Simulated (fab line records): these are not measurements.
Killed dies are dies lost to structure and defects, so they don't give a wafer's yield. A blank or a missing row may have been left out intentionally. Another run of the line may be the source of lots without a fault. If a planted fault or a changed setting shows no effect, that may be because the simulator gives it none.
fab line records	flow nand_harc	part 2 of 2: steps 5 to 6 of 6
record lots=21	wafers=63	last_day=34
route steps=1302 shown A_STAIRCASE@848 A_SGD_CUT@905 A_SLIT@938 A_WL_FILL@967
lots untouched by any fault: they come from a run of this same line in which no faults occurred
start_h: hours from the record's opening day to when the first of the lot's shown wafers began	wait_h: hours elapsed since this lot's preceding step	" unchanged from the row above	L1.1+2: several wafers, shown together as one row	- no value, or no start given	* or withheld: withheld	< > ~ a bound
route shown NAME@n: a module of which the file shows steps, and the number in the route of the first	usual: the fault-free wafers' mean and standard deviation	same: alike in all rows	chamber/n: place in a boat	sites: each site's reading	_std_site: the standard deviation of these	_edge_site: the outer-site mean with the inner-site mean subtracted	radius_mm: for every site, how far away it sits from the centre of the wafer	mask NAME#n: copy n	behind: the last tool/chamber to shape the wafer	hold: why the lot was held/for how many hours/how that ended	device: the transistor (n, p or np) that didn't switch	end of line: tests run on the same wafers once the route is complete	where a step has no rows: the recipe by itself	killed: the dies lost at the first sort to structure and to defects; this is not the yield of the wafer	map: a wafer's dies, x killed, . not, _ none there
set.NAME: the run value of the setting; set.NAME@STEP: its run value at that earlier step	model.NAME: the simulator's own value behind a step, which no gauge read
route steps across a sampled set of lots; one table per step, one row per wafer
services: from which hour (start_h, from the record's first day; less than 0 if before it) a tool's chamber was out of use, for how many hours, and why
## steps
# step NHARC_A_SLIT_ETCH_15
# recipe target_depth_a=62000	over_etch_frac=0.3	time_s=1612	ion_energy_ev=150	o2_flow_sccm=400	cos_flow_sccm=20	ar_flow_sccm=0	rf_w=500	bias_w=300	chemistry=O2/COS
# usual drypump_motor_current_A=5.77/0.3	o2_flow_sccm=400.0/1.2	oes_product_au=1.001/0.011	rf_vpp_V=313.9/2.3	showerhead_plenum_p_Torr=3.10/0.15	throttle_valve_pct=28.330/0.0081
lot.wafer	tool	chamber	start_h	wait_h	drypump_motor_current_A	o2_flow_sccm	oes_product_au	rf_hours_counter_h	rf_vpp_V	showerhead_plenum_p_Torr	throttle_valve_pct
L075.2	rie_diel-02	3	-	-	6.20	398.5	1.006	2	316.1	3.18	28.346
L075.1	"	1	"	"	5.71	401.0	0.988	3	316.3	3.27	28.313
L075.5	"	3	"	"	6.24	399.7	1.007	-	314.6	3.18	28.319
L074.1	rie_diel-07	0	-	-	5.92	401.4	0.991	11	318.1	3.29	28.326
L074.3	"	2	"	"	5.60	399.7	0.993	12	311.4	2.91	28.332
L074.6	"	1	"	"	5.48	398.2	1.006	-	314.2	3.10	28.331
L076.1	rie_diel-07	2	-	-	5.67	399.3	0.991	12	311.3	2.91	28.337
L076.3	"	0	"	"	5.92	399.5	1.002	12	316.4	3.29	28.330
L076.5	"	3	"	"	5.32	402.7	0.986	-	313.9	3.00	28.310
L078.2	rie_diel-07	1	-	-	5.50	398.3	0.997	0	314.0	3.10	28.324
L078.3	"	2	"	"	5.64	401.3	0.999	0	310.5	2.91	28.323
L078.5	"	3	"	"	5.31	399.1	0.990	-	310.7	3.00	28.336
L077.3	rie_diel-01	1	-	-	5.41	401.1	1.017	7	312.3	2.98	28.333
L077.2	"	2	"	"	5.78	400.0	0.992	5	317.1	3.33	28.314
L077.5	"	0	"	"	6.03	398.0	0.985	-	311.9	2.95	28.320
L079.3	rie_diel-02	1	-	-	5.72	400.5	0.989	4	316.3	3.27	28.334
L079.5	"	2	"	"	5.88	399.4	1.012	-	314.0	3.03	28.342
L079.6	"	3	"	"	6.24	401.1	1.017	-	315.6	3.18	28.314
L081.2	rie_diel-01	0	-	-	6.02	399.0	0.993	10	312.3	2.94	28.331
L081.1	"	1	"	"	5.42	399.2	1.011	10	310.2	2.98	28.328
L081.5	"	0	"	"	6.00	398.0	0.999	-	310.2	2.94	28.338
L082.2	rie_diel-02	3	-	-	6.26	400.6	1.006	6	314.7	3.18	28.328
L082.3	"	0	"	"	6.34	401.3	0.998	6	310.4	2.93	28.335
L082.5	"	2	"	"	5.81	400.1	1.008	-	312.6	3.03	28.324
L084.2	rie_diel-02	0	-	-	6.33	399.1	1.006	6	310.5	2.93	28.321
L084.6	"	1	"	"	5.73	398.9	0.997	-	315.3	3.27	28.335
L084.5	"	2	"	"	5.83	401.1	1.007	-	313.8	3.03	28.319
L083.2	rie_diel-01	1	-	-	5.41	400.0	1.016	11	312.2	2.98	28.322
L083.4	"	2	"	"	5.71	398.4	0.990	9	316.1	3.32	28.346
L083.1	"	3	"	"	5.89	398.6	0.985	10	316.2	3.29	28.340
L086.3	rie_diel-01	0	-	-	6.01	400.9	1.000	0	311.6	2.94	28.327
L086.5	"	0	"	"	6.01	401.2	1.003	-	311.3	2.94	28.325
L086.6	"	1	"	"	5.40	398.0	0.995	-	312.1	2.98	28.339
L085.3	rie_diel-02	1	-	-	5.72	401.7	0.992	8	314.6	3.27	28.346
L085.4	"	2	"	"	5.84	402.6	1.010	8	312.2	3.03	28.332
L085.5	"	1	"	"	5.71	400.9	0.993	-	315.6	3.27	28.340
L087.3	rie_diel-07	3	-	-	5.30	398.1	0.995	5	312.1	3.00	28.325
L087.1	"	1	"	"	5.45	399.4	1.003	4	314.6	3.10	28.336
L087.6	"	0	"	"	5.90	400.5	1.006	-	316.0	3.29	28.320
L090.3	rie_diel-01	3	-	-	5.79	398.3	0.996	2	316.9	3.29	28.340
L090.5	"	2	"	"	5.75	402.0	1.004	-	317.9	3.32	28.328
L090.6	"	3	"	"	5.86	400.1	0.986	-	317.0	3.29	28.325
L088.4	rie_diel-02	2	-	-	5.87	401.0	1.033	1	313.6	3.03	28.328
L088.6	"	3	"	"	6.25	402.0	1.001	-	315.6	3.18	28.331
L088.5	"	0	"	"	6.34	399.6	1.003	-	312.5	2.93	28.331
L092.1	rie_diel-07	0	-	-	5.91	401.8	1.009	7	318.0	3.29	28.318
L092.4	"	2	"	"	5.64	401.3	1.005	7	311.9	2.90	28.328
L092.3	"	3	"	"	5.29	399.6	0.998	8	311.3	3.00	28.328
L091.1	rie_diel-07	2	-	-	5.61	399.6	1.013	8	310.9	2.90	28.313
L091.2	"	1	"	"	5.49	400.0	1.005	8	313.7	3.10	28.326
L091.5	"	3	"	"	5.30	399.8	1.007	-	312.0	3.00	28.333
L093.1	rie_diel-01	3	-	-	5.86	400.4	1.010	4	315.4	3.29	28.335
L093.2	"	1	"	"	5.39	400.0	1.004	4	311.0	2.98	28.330
L093.6	"	3	"	"	5.85	400.7	1.027	-	316.0	3.29	28.338
L094.2	rie_diel-07	1	-	-	5.52	400.2	1.022	9	313.3	3.10	28.319
L094.3	"	3	"	"	5.29	401.1	1.006	11	310.9	2.99	28.320
L094.4	"	0	"	"	5.91	401.1	1.006	10	316.1	3.29	28.330
L095.1	rie_diel-07	0	-	-	5.91	401.1	0.996	0	316.3	3.29	28.340
L095.2	"	1	"	"	5.51	399.2	1.015	0	313.2	3.10	28.336
L095.5	"	1	"	"	5.54	399.9	1.019	-	313.4	3.10	28.321
L097.1	rie_diel-01	2	-	-	5.74	400.2	0.985	8	316.1	3.32	28.333
L097.3	"	1	"	"	5.40	402.0	0.982	6	313.5	2.97	28.323
L097.5	"	2	"	"	5.75	399.6	0.979	-	316.5	3.32	28.325
# step NHARC_A_WL_FILL_STRIP_29
# recipe time_s=20	o2_flow_sccm=500	ar_flow_sccm=0	bias_w=0	chemistry=O2
# usual drypump_motor_current_A=5.6/0.36	o2_flow_sccm=499.9/1.4	oes_product_au=1.001/0.016	rf_vpp_V=57.7/0.9	showerhead_plenum_p_Torr=3.53/0.13	throttle_valve_pct=17.037/0.0095
lot.wafer	tool	chamber	start_h	wait_h	drypump_motor_current_A	o2_flow_sccm	oes_product_au	rf_hours_counter_h	rf_vpp_V	showerhead_plenum_p_Torr	throttle_valve_pct
L075.1	rie_diel-12	3	486.49	0.1	5.8	498.3	1.013	0.8	58.0	3.47	17.052
L075.2	"	0	"	"	5.8	501.3	0.991	0.9	57.6	3.59	17.033
L075.5	"	1	"	"	5.7	496.0	1.004	-	57.2	3.31	17.030
L074.3	rie_diel-13	0	490.01	0.1	4.9	499.2	1.029	3.6	58.1	3.54	17.044
L074.1	"	2	"	"	5.9	498.6	1.000	3.7	56.4	3.33	17.047
L074.6	"	3	"	"	6.1	501.2	0.983	-	57.5	3.59	17.030
L076.1	rie_diel-12	1	494.76	0.1	5.7	499.5	1.015	1.4	56.9	3.31	17.031
L076.3	"	3	"	"	5.9	500.4	1.000	1.1	59.2	3.47	17.027
L076.5	"	2	"	"	5.6	500.2	1.014	-	56.1	3.42	17.046
L078.3	rie_diel-12	2	507.77	0.1	5.6	499.8	1.032	1.8	55.6	3.42	17.024
L078.2	"	1	"	"	5.7	498.6	1.017	1.9	57.0	3.31	17.028
L078.5	"	3	"	"	5.9	499.8	1.012	-	56.6	3.47	17.061
L077.2	rie_diel-13	0	507.82	0.1	4.9	499.9	1.027	4.2	57.8	3.54	17.037
L077.3	"	1	"	"	4.9	500.9	1.001	4.1	57.6	3.73	17.030
L077.5	"	1	"	"	4.9	498.1	0.986	-	58.8	3.73	17.020
L079.3	rie_diel-12	3	528.16	0.1	5.9	497.3	1.012	2.1	56.2	3.47	17.031
L079.6	"	0	"	"	5.8	499.6	0.986	-	58.1	3.59	17.038
L079.5	"	1	"	"	5.7	500.0	0.990	-	57.5	3.31	17.041
L081.2	rie_diel-13	2	549.95	0.1	5.9	502.3	0.997	0.4	57.8	3.32	17.047
L081.1	"	0	"	"	4.9	499.5	1.009	0.4	59.8	3.54	17.039
L081.5	"	3	"	"	6.0	497.9	0.990	-	57.9	3.59	17.046
L082.2	rie_diel-13	1	562.57	0.1	4.9	501.4	0.978	0.7	58.3	3.73	17.037
L082.3	"	2	"	"	5.9	500.7	0.989	0.7	57.3	3.32	17.025
L082.5	"	1	"	"	4.9	501.1	0.974	-	58.7	3.73	17.032
L084.2	rie_diel-12	3	573.26	0.1	5.9	500.0	1.016	3.7	58.9	3.47	17.044
L084.5	"	3	"	"	5.8	501.1	1.012	-	58.2	3.47	17.031
L084.6	"	0	"	"	5.8	503.1	1.013	-	56.9	3.59	17.027
L083.4	rie_diel-06	2	573.92	0.1	5.5	500.4	1.005	3.7	58.2	3.62	17.030
L083.1	"	3	"	"	5.8	500.3	0.982	3.7	56.7	3.65	17.059
L083.2	"	0	"	"	5.2	500.9	0.988	4.0	59.0	3.70	17.045
L085.4	rie_diel-13	3	592.26	0.1	6.1	502.2	0.998	1.2	58.0	3.59	17.033
L085.3	"	0	"	"	4.9	499.9	1.000	1.1	57.8	3.54	17.046
L085.5	"	2	"	"	5.9	499.3	0.995	-	56.9	3.32	17.040
L086.3	rie_diel-06	0	592.26	0.1	5.2	497.8	0.994	5.0	58.6	3.70	17.045
L086.5	"	2	"	"	5.6	499.0	1.003	-	58.1	3.62	17.030
L086.6	"	3	"	"	5.8	500.5	0.985	-	58.5	3.65	17.060
L087.3	rie_diel-13	0	624.69	0.1	4.9	498.6	1.005	1.8	58.3	3.54	17.024
L087.1	"	1	"	"	4.9	499.8	0.969	1.7	59.1	3.73	17.030
L087.6	"	0	"	"	4.9	499.6	1.004	-	57.7	3.54	17.026
L090.3	rie_diel-06	3	624.75	0.1	5.8	503.2	0.985	5.6	57.3	3.65	17.039
L090.6	"	1	"	"	5.7	501.0	1.009	-	58.8	3.55	17.041
L090.5	"	2	"	"	5.6	498.8	1.003	-	57.7	3.62	17.050
L088.4	rie_diel-12	3	638.37	0.1	5.8	498.9	0.964	0.1	58.7	3.47	17.046
L088.6	"	0	"	"	5.8	501.3	0.997	-	56.8	3.59	17.029
L088.5	"	1	"	"	5.7	497.7	1.006	-	57.3	3.31	17.045
L092.4	rie_diel-06	0	643.78	0.1	5.2	500.3	0.989	7.2	58.2	3.69	17.030
L092.3	"	2	"	"	5.5	500.2	1.009	6.8	58.9	3.62	17.042
L092.1	"	3	"	"	5.8	500.6	0.985	6.3	58.7	3.65	17.030
L091.1	rie_diel-12	0	647.50	0.1	5.8	502.3	1.007	0.5	58.6	3.59	17.043
L091.2	"	2	"	"	5.6	495.9	1.013	0.6	58.6	3.42	17.036
L091.5	"	0	"	"	5.8	499.0	1.003	-	57.2	3.59	17.047
L093.1	rie_diel-12	2	668.79	0.1	5.6	499.6	1.008	1.6	57.4	3.42	17.044
L093.2	"	3	"	"	5.8	501.8	0.975	1.6	57.3	3.47	17.043
L093.6	"	1	"	"	5.7	500.0	1.023	-	57.2	3.31	17.043
L094.3	rie_diel-13	0	668.79	0.1	4.9	500.1	1.016	2.8	57.4	3.54	17.025
L094.4	"	1	"	"	4.9	497.6	0.991	2.7	56.6	3.73	17.025
L094.2	"	2	"	"	5.9	498.4	1.011	2.9	57.8	3.32	17.052
L095.1	rie_diel-12	1	696.00	0.1	5.7	498.6	1.022	2.3	59.0	3.31	17.037
L095.2	"	2	"	"	5.6	501.8	0.997	2.2	55.6	3.42	17.044
L095.5	"	0	"	"	5.7	499.1	1.006	-	57.8	3.59	17.023
L097.1	rie_diel-12	2	730.12	0.1	5.6	499.3	1.018	3.8	57.6	3.42	17.042
L097.3	"	3	"	"	5.8	499.7	0.989	4.0	56.3	3.47	17.021
L097.5	"	2	"	"	5.6	499.0	1.016	-	57.2	3.42	17.046
## services
tool	chamber	start_h	hours	kind
rie_diel-08	2	387.51	12.5	repair
rie_diel-09	3	395.27	16.7	repair
rie_diel-09	0	396.49	3.7	repair
rie_diel-12	-	401.38	0.7	repair
rie_diel-08	-	414.49	0.1	repair
rie_diel-08	3	438.95	5.7	repair
rie_diel-08	0	440.41	13.3	repair
rie_diel-08	1	455.01	16.4	repair
rie_diel-09	-	497.10	9.0	pm
rie_diel-08	2	524.54	2.7	repair
rie_diel-08	-	544.83	9.0	pm
rie_diel-12	0	553.32	9.2	repair
rie_diel-09	-	560.14	0.2	repair
rie_diel-12	2	572.40	10.1	repair
rie_diel-08	0	613.20	2.5	repair
rie_diel-09	-	613.93	0.1	repair
rie_diel-09	2	615.66	3.9	repair
rie_diel-09	0	621.43	15.2	repair
rie_diel-08	2	644.71	5.8	repair
rie_diel-09	1	648.29	4.8	repair
rie_diel-08	1	652.25	2.2	repair
rie_diel-09	-	674.10	9.0	pm
rie_diel-09	0	715.93	22.1	repair
rie_diel-08	-	721.83	9.0	pm
